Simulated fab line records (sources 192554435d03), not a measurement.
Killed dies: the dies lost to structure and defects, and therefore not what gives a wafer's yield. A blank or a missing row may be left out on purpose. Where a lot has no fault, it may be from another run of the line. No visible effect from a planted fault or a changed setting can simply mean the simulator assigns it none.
Split-lot trial || flow n5-finfet || on a route of 1938 steps: 7 lots, 39 wafers read

SPLIT DETAILS
At N5_MOL_CONTACT_COAG_CVD_140 (deposits W, target thk 66.5 nm, time 215 s), the setting target-thk-a was moved away from the recipe's 665 angstrom on 9 of the 39 wafers read, by -12.4% to -5.0%. For the rest of the wafers, this setting stayed at what the recipe calls for.

Reading taken at the split's own step.

THE READING
W_of_MOL_CONTACT_COAG_CVD_140.thk-nm (the simulator's own value, which no gauge read), in nm, at N5_MOL_CONTACT_COAG_CVD_140 (deposits W, target thk 66.5 nm, time 215 s). The file gives no usual value for it. Average 66.7 nm, standard deviation 0.79 nm, over the 30 wafers here run with the recipe.

{"wafer": "L075.1", "tool, chamber at the split": "cvd-w-01, 1", "target-thk-a as run, angstrom": 631.6, "against the recipe": "-5.0%", "W_of_MOL_CONTACT_COAG_CVD_140.thk-nm, nm": 63.4, "against lot-mates on the recipe": -3.9}
{"wafer": "L075.2", "tool, chamber at the split": "cvd-w-01, 0", "target-thk-a as run, angstrom": 665, "against the recipe": "recipe", "W_of_MOL_CONTACT_COAG_CVD_140.thk-nm, nm": 67.6, "against lot-mates on the recipe": "-"}
{"wafer": "L075.3", "tool, chamber at the split": "cvd-w-01, 0", "target-thk-a as run, angstrom": 665, "against the recipe": "recipe", "W_of_MOL_CONTACT_COAG_CVD_140.thk-nm, nm": 67.6, "against lot-mates on the recipe": "-"}
{"wafer": "L075.4", "tool, chamber at the split": "cvd-w-01, 1", "target-thk-a as run, angstrom": 665, "against the recipe": "recipe", "W_of_MOL_CONTACT_COAG_CVD_140.thk-nm, nm": 66.8, "against lot-mates on the recipe": "-"}
{"wafer": "L075.5", "tool, chamber at the split": "cvd-w-01, 1", "target-thk-a as run, angstrom": 631.6, "against the recipe": "-5.0%", "W_of_MOL_CONTACT_COAG_CVD_140.thk-nm, nm": 63.8, "against lot-mates on the recipe": -3.5}
{"wafer": "L075.6", "tool, chamber at the split": "cvd-w-01, 0", "target-thk-a as run, angstrom": 631.6, "against the recipe": "-5.0%", "W_of_MOL_CONTACT_COAG_CVD_140.thk-nm, nm": 65, "against lot-mates on the recipe": -2.3}
{"wafer": "L080.1", "tool, chamber at the split": "cvd-w-01, 1", "target-thk-a as run, angstrom": 665, "against the recipe": "recipe", "W_of_MOL_CONTACT_COAG_CVD_140.thk-nm, nm": 65.4, "against lot-mates on the recipe": "-"}
{"wafer": "L080.2", "tool, chamber at the split": "cvd-w-01, 0", "target-thk-a as run, angstrom": 582.5, "against the recipe": "-12.4%", "W_of_MOL_CONTACT_COAG_CVD_140.thk-nm, nm": 57.8, "against lot-mates on the recipe": -7.5}
{"wafer": "L080.3", "tool, chamber at the split": "cvd-w-01, 1", "target-thk-a as run, angstrom": 665, "against the recipe": "recipe", "W_of_MOL_CONTACT_COAG_CVD_140.thk-nm, nm": 65.8, "against lot-mates on the recipe": "-"}
{"wafer": "L080.4", "tool, chamber at the split": "cvd-w-01, 0", "target-thk-a as run, angstrom": 582.5, "against the recipe": "-12.4%", "W_of_MOL_CONTACT_COAG_CVD_140.thk-nm, nm": 57.2, "against lot-mates on the recipe": -8.1}
{"wafer": "L080.5", "tool, chamber at the split": "cvd-w-01, 0", "target-thk-a as run, angstrom": 582.5, "against the recipe": "-12.4%", "W_of_MOL_CONTACT_COAG_CVD_140.thk-nm, nm": 58, "against lot-mates on the recipe": -7.3}
{"wafer": "L080.6", "tool, chamber at the split": "cvd-w-01, 1", "target-thk-a as run, angstrom": 665, "against the recipe": "recipe", "W_of_MOL_CONTACT_COAG_CVD_140.thk-nm, nm": 64.8, "against lot-mates on the recipe": "-"}
{"wafer": "L082.1", "tool, chamber at the split": "cvd-w-02, 1", "target-thk-a as run, angstrom": 665, "against the recipe": "recipe", "W_of_MOL_CONTACT_COAG_CVD_140.thk-nm, nm": 66.4, "against lot-mates on the recipe": "-"}
{"wafer": "L082.5", "tool, chamber at the split": "cvd-w-02, 1", "target-thk-a as run, angstrom": 665, "against the recipe": "recipe", "W_of_MOL_CONTACT_COAG_CVD_140.thk-nm, nm": 66.2, "against lot-mates on the recipe": "-"}
{"wafer": "L082.6", "tool, chamber at the split": "cvd-w-02, 0", "target-thk-a as run, angstrom": 665, "against the recipe": "recipe", "W_of_MOL_CONTACT_COAG_CVD_140.thk-nm, nm": 65.2, "against lot-mates on the recipe": "-"}
{"wafer": "L087.1", "tool, chamber at the split": "cvd-w-01, 1", "target-thk-a as run, angstrom": 665, "against the recipe": "recipe", "W_of_MOL_CONTACT_COAG_CVD_140.thk-nm, nm": 66.2, "against lot-mates on the recipe": "-"}
{"wafer": "L087.2", "tool, chamber at the split": "cvd-w-01, 0", "target-thk-a as run, angstrom": 665, "against the recipe": "recipe", "W_of_MOL_CONTACT_COAG_CVD_140.thk-nm, nm": 66.4, "against lot-mates on the recipe": "-"}
{"wafer": "L087.3", "tool, chamber at the split": "cvd-w-01, 1", "target-thk-a as run, angstrom": 665, "against the recipe": "recipe", "W_of_MOL_CONTACT_COAG_CVD_140.thk-nm, nm": 66, "against lot-mates on the recipe": "-"}
{"wafer": "L087.4", "tool, chamber at the split": "cvd-w-01, 0", "target-thk-a as run, angstrom": 665, "against the recipe": "recipe", "W_of_MOL_CONTACT_COAG_CVD_140.thk-nm, nm": 66.8, "against lot-mates on the recipe": "-"}
{"wafer": "L087.6", "tool, chamber at the split": "cvd-w-01, 0", "target-thk-a as run, angstrom": 665, "against the recipe": "recipe", "W_of_MOL_CONTACT_COAG_CVD_140.thk-nm, nm": 66.8, "against lot-mates on the recipe": "-"}
{"wafer": "L087.5", "tool, chamber at the split": "cvd-w-01, 1", "target-thk-a as run, angstrom": 665, "against the recipe": "recipe", "W_of_MOL_CONTACT_COAG_CVD_140.thk-nm, nm": 66.6, "against lot-mates on the recipe": "-"}
{"wafer": "L091.1", "tool, chamber at the split": "cvd-w-01, 1", "target-thk-a as run, angstrom": 665, "against the recipe": "recipe", "W_of_MOL_CONTACT_COAG_CVD_140.thk-nm, nm": 67.2, "against lot-mates on the recipe": "-"}
{"wafer": "L091.2", "tool, chamber at the split": "cvd-w-01, 0", "target-thk-a as run, angstrom": 665, "against the recipe": "recipe", "W_of_MOL_CONTACT_COAG_CVD_140.thk-nm, nm": 66.4, "against lot-mates on the recipe": "-"}
{"wafer": "L091.3", "tool, chamber at the split": "cvd-w-01, 0", "target-thk-a as run, angstrom": 665, "against the recipe": "recipe", "W_of_MOL_CONTACT_COAG_CVD_140.thk-nm, nm": 68.2, "against lot-mates on the recipe": "-"}
{"wafer": "L091.4", "tool, chamber at the split": "cvd-w-01, 1", "target-thk-a as run, angstrom": 665, "against the recipe": "recipe", "W_of_MOL_CONTACT_COAG_CVD_140.thk-nm, nm": 67.4, "against lot-mates on the recipe": "-"}
{"wafer": "L091.5", "tool, chamber at the split": "cvd-w-01, 1", "target-thk-a as run, angstrom": 665, "against the recipe": "recipe", "W_of_MOL_CONTACT_COAG_CVD_140.thk-nm, nm": 67.4, "against lot-mates on the recipe": "-"}
{"wafer": "L091.6", "tool, chamber at the split": "cvd-w-01, 0", "target-thk-a as run, angstrom": 665, "against the recipe": "recipe", "W_of_MOL_CONTACT_COAG_CVD_140.thk-nm, nm": 67.6, "against lot-mates on the recipe": "-"}
{"wafer": "L093.1", "tool, chamber at the split": "cvd-w-01, 0", "target-thk-a as run, angstrom": 665, "against the recipe": "recipe", "W_of_MOL_CONTACT_COAG_CVD_140.thk-nm, nm": 66.8, "against lot-mates on the recipe": "-"}
{"wafer": "L093.2", "tool, chamber at the split": "cvd-w-01, 1", "target-thk-a as run, angstrom": 665, "against the recipe": "recipe", "W_of_MOL_CONTACT_COAG_CVD_140.thk-nm, nm": 66.4, "against lot-mates on the recipe": "-"}
{"wafer": "L093.3", "tool, chamber at the split": "cvd-w-01, 0", "target-thk-a as run, angstrom": 665, "against the recipe": "recipe", "W_of_MOL_CONTACT_COAG_CVD_140.thk-nm, nm": 67.8, "against lot-mates on the recipe": "-"}
{"wafer": "L093.4", "tool, chamber at the split": "cvd-w-01, 1", "target-thk-a as run, angstrom": 665, "against the recipe": "recipe", "W_of_MOL_CONTACT_COAG_CVD_140.thk-nm, nm": 66.6, "against lot-mates on the recipe": "-"}
{"wafer": "L093.5", "tool, chamber at the split": "cvd-w-01, 0,1", "target-thk-a as run, angstrom": 665, "against the recipe": "recipe", "W_of_MOL_CONTACT_COAG_CVD_140.thk-nm, nm": 67.2, "against lot-mates on the recipe": "-"}
{"wafer": "L093.6", "tool, chamber at the split": "cvd-w-01, 0,1", "target-thk-a as run, angstrom": 665, "against the recipe": "recipe", "W_of_MOL_CONTACT_COAG_CVD_140.thk-nm, nm": 67.2, "against lot-mates on the recipe": "-"}
{"wafer": "L094.1", "tool, chamber at the split": "cvd-w-01, 0", "target-thk-a as run, angstrom": 665, "against the recipe": "recipe", "W_of_MOL_CONTACT_COAG_CVD_140.thk-nm, nm": 67.8, "against lot-mates on the recipe": "-"}
{"wafer": "L094.2", "tool, chamber at the split": "cvd-w-01, 1", "target-thk-a as run, angstrom": 584.6, "against the recipe": "-12.1%", "W_of_MOL_CONTACT_COAG_CVD_140.thk-nm, nm": 59, "against lot-mates on the recipe": -8.1}
{"wafer": "L094.3", "tool, chamber at the split": "cvd-w-01, 0", "target-thk-a as run, angstrom": 584.6, "against the recipe": "-12.1%", "W_of_MOL_CONTACT_COAG_CVD_140.thk-nm, nm": 59.4, "against lot-mates on the recipe": -7.7}
{"wafer": "L094.4", "tool, chamber at the split": "cvd-w-01, 1", "target-thk-a as run, angstrom": 665, "against the recipe": "recipe", "W_of_MOL_CONTACT_COAG_CVD_140.thk-nm, nm": 66.6, "against lot-mates on the recipe": "-"}
{"wafer": "L094.5", "tool, chamber at the split": "cvd-w-01, 1", "target-thk-a as run, angstrom": 584.6, "against the recipe": "-12.1%", "W_of_MOL_CONTACT_COAG_CVD_140.thk-nm, nm": 58.4, "against lot-mates on the recipe": -8.7}
{"wafer": "L094.6", "tool, chamber at the split": "cvd-w-01, 0", "target-thk-a as run, angstrom": 665, "against the recipe": "recipe", "W_of_MOL_CONTACT_COAG_CVD_140.thk-nm, nm": 67, "against lot-mates on the recipe": "-"}
The file does not say which wafer passed through which chamber wherever a row lists several chambers: such a row stands for several wafers.

FIT RESULTS
A straight line over all 39 wafers: W_of_MOL_CONTACT_COAG_CVD_140.thk-nm changes by +0.681 nm for each +1% of target-thk-a; r = +0.97; the points scatter about the line by 0.81 nm.
The same after taking each lot's own level away (the mean of its wafers on the recipe; 39 wafers): +0.647 nm for each +1%; r = +0.99; scatter 0.5 nm.
According to that fit, moving target-thk-a by its largest amount changes the reading by 8 nm.
Across the lots, their own levels run from 65.33 to 67.37 nm, a range of 2.6 times the standard deviation given above.
Consequently the slope shifts little with the lot-to-lot level, the two slopes agreeing.
Check: -8.13 nm against its lot-mates is what the line predicts for one of the wafers moved furthest among these (-12.4%) when that wafer is left out of the fit. It came out at -7.53 nm against them.

OTHER SPLITS APPLIED TO THESE WAFERS
Before the reading, these wafers also passed through other splits. Each is held against what the fit with the lots' levels taken away leaves over:
{"other split on the same wafers": "N5_DUMMY_GATE_EXPOSE_12 dose-mj", "wafers away from the commonest value": 12, "r with W_of_MOL_CONTACT_COAG_CVD_140.thk-nm (lot level and that fit taken away)": -0.01}
{"other split on the same wafers": "N5_DUMMY_GATE_ETCH_37 source-w", "wafers away from the commonest value": 15, "r with W_of_MOL_CONTACT_COAG_CVD_140.thk-nm (lot level and that fit taken away)": "+0.21"}
{"other split on the same wafers": "N5_DUMMY_GATE_ETCH_32 time-s", "wafers away from the commonest value": 12, "r with W_of_MOL_CONTACT_COAG_CVD_140.thk-nm (lot level and that fit taken away)": -0.11}
{"other split on the same wafers": "N5_SD_EPI_P_ETCH_16 target-depth-a", "wafers away from the commonest value": 18, "r with W_of_MOL_CONTACT_COAG_CVD_140.thk-nm (lot level and that fit taken away)": "+0.09"}
{"other split on the same wafers": "N5_MOL_CONTACT_COAG_VIA_ETCH_46 bias-w", "wafers away from the commonest value": 15, "r with W_of_MOL_CONTACT_COAG_CVD_140.thk-nm (lot level and that fit taken away)": "+0.02"}

THE FILE'S OWN FIT
W_of_MOL_CONTACT_COAG_CVD_140.thk-nm changes by +0.648 nm for each +1% of target-thk-a, r = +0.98.
